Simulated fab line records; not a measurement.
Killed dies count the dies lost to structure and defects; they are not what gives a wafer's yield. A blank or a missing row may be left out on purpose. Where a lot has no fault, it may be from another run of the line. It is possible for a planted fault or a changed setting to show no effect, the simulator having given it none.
Which tool did it? -- flow nand-harc -- 18 wafers from 6 lots sampled at 5 of the route's 1302 steps

## WHAT THE GAUGES SHOWED, per wafer
NHARC_END_SORT_01.
lot,measured,on,killed-at-array
L587,day 29 12:40,prober-02,518 91 87

## WHICH TOOL RAN EACH LOT (tool, then ch and the chambers of the sampled wafers, then the start)
lot,NHARC_A_CONTACT_ETCH_51,NHARC_A_CONTACT_ETCH_111,NHARC_A_CONTACT_ETCH_117,NHARC_A_CONTACT_ETCH_96
L580,"rie-diel-03 ch 0,2,3, day 22 15:55 or earlier","har-cap-etch-02 ch 0,1, day 22 15:55","har-cap-etch-02 ch 0,1, day 22 16:58","rie-diel-04 ch 0,1,3, day 22 19:10"
L581,"rie-diel-05 ch 0,2, day 23 08:01 or earlier","har-cap-etch-02 ch 0,1, day 23 08:01","har-cap-etch-02 ch 0,1, day 23 09:04","rie-diel-05 ch 0,2,3, day 23 11:19"
L587,"rie-diel-05 ch 0,2,3, day 26 02:16 or earlier","har-cap-etch-01 ch 0,1, day 26 02:16","har-cap-etch-01 ch 0,1, day 26 03:20","rie-diel-04 ch 0,1,3, day 26 05:26"
L594,"rie-diel-04 ch 2,3, day 28 08:08 or earlier","har-cap-etch-02 ch 0,1, day 28 08:08","har-cap-etch-02 ch 0,1, day 28 09:12","rie-diel-04 ch 0,1, day 28 11:20"
L596,"rie-diel-04 ch 2,3, day 29 21:17 or earlier","har-cap-etch-01 ch 0,1, day 29 21:17","har-cap-etch-01 ch 0,1, day 29 22:20","rie-diel-04 ch 1,2, day 30 00:30"
L600,"rie-diel-04 ch 0,1,3, day 31 02:42 or earlier","har-cap-etch-02 ch 0,1, day 31 02:42","har-cap-etch-02 ch 0,1, day 31 03:46","rie-diel-03 ch 0,1,3, day 31 05:56"
- NHARC_A_CONTACT_ETCH_51: etches the open film in O2/COS, target depth 7000 nm, time 1820 s.
- NHARC_A_CONTACT_ETCH_111: etches the open film in C4F8/O2/Ar, time 140 s, target depth 700 nm.
- NHARC_A_CONTACT_ETCH_117: etches the open film in C4F8/O2/Ar, time 190 s, target depth 1850 nm.
- NHARC_A_CONTACT_ETCH_96: etches the open film in C4F6/O2, target depth 20 nm, time 10 s.

## THE ANSWER, worked out from the rows above alone
Rule: usual is defined by the lots themselves. Put in order of their means at a reading, lots are off if they are a third of the lots or fewer, leave a main group of 4 or more, and stand apart from it by a gap of 3 or more times the standard deviation of the main group's means; of several such gaps the widest counts. The tables above print the reading to a certain number of digits; a main group whose means all agree to those digits is not used. Also off: a lot with no number at a reading for which 4 or more lots have one. Any other lot the step has rows for is counted as sound.
No lot is off on any of the readings shown, so nothing can be concluded from this.

## WHAT THE SIMULATOR PUT IN
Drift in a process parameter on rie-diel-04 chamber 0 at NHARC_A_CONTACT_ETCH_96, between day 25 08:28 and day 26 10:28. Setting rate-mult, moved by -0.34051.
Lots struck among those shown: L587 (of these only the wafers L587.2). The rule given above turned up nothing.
